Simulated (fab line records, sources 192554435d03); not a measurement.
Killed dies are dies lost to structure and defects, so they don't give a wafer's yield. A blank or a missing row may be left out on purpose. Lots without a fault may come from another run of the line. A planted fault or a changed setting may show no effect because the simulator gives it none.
One fault seen from 2 desks | flow n5_finfet | each desk has only its own numbers; what lay behind them comes last

THE TOOL OWNER'S DESK: pvd_sputter-01
The tool's own readings at N5_BEOL_M13_SPUTTER_44 (material Ta, target thk 10 nm, time 16.13 s): means of the sampled wafers that have a number, for each lot that ran on this tool. A lot is out of limits, marked OUT, if its mean lies more than 4 standard deviations from the usual mean; the brackets give that distance.
Columns: A = throttle_valve_pct at N5_BEOL_M13_SPUTTER_44, usual 29.6 %
lot  | first seen here | A
L164 | day 14 03:55    | 29.1
L165 | day 14 11:47    | 29.0
This desk's finding: nothing out of limits on any of the 2 lots.

THE METROLOGY DESK
What the gauges read, lot by lot, whatever tool the lot ran on: means of the sampled wafers that have a number. A lot is out of limits, marked OUT, if its mean lies more than 4 standard deviations from the usual mean; the brackets give that distance.
Columns: A = trench_depth_nm at N5_BEOL_M13_OCD_MEAS_35, usual 410 nm; B = M13_THK at N5_BEOL_M13_THK_MEAS_50, usual 427 nm
lot  | first seen here | A   | B
L153 | day 11 08:14    | 406 | 425
L161 | day 13 10:43    | 409 | 420
L164 | day 14 00:25    | 411 | 429
L165 | day 14 10:12    | 409 | 432
L174 | day 16 16:37    | 409 | 422
This desk's finding: nothing out of limits on any of the 5 lots.

PUT TOGETHER
The tool owner's desk saw nothing out of limits.
The metrology desk saw nothing out of limits.

WHAT THE SIMULATOR HAD PUT IN
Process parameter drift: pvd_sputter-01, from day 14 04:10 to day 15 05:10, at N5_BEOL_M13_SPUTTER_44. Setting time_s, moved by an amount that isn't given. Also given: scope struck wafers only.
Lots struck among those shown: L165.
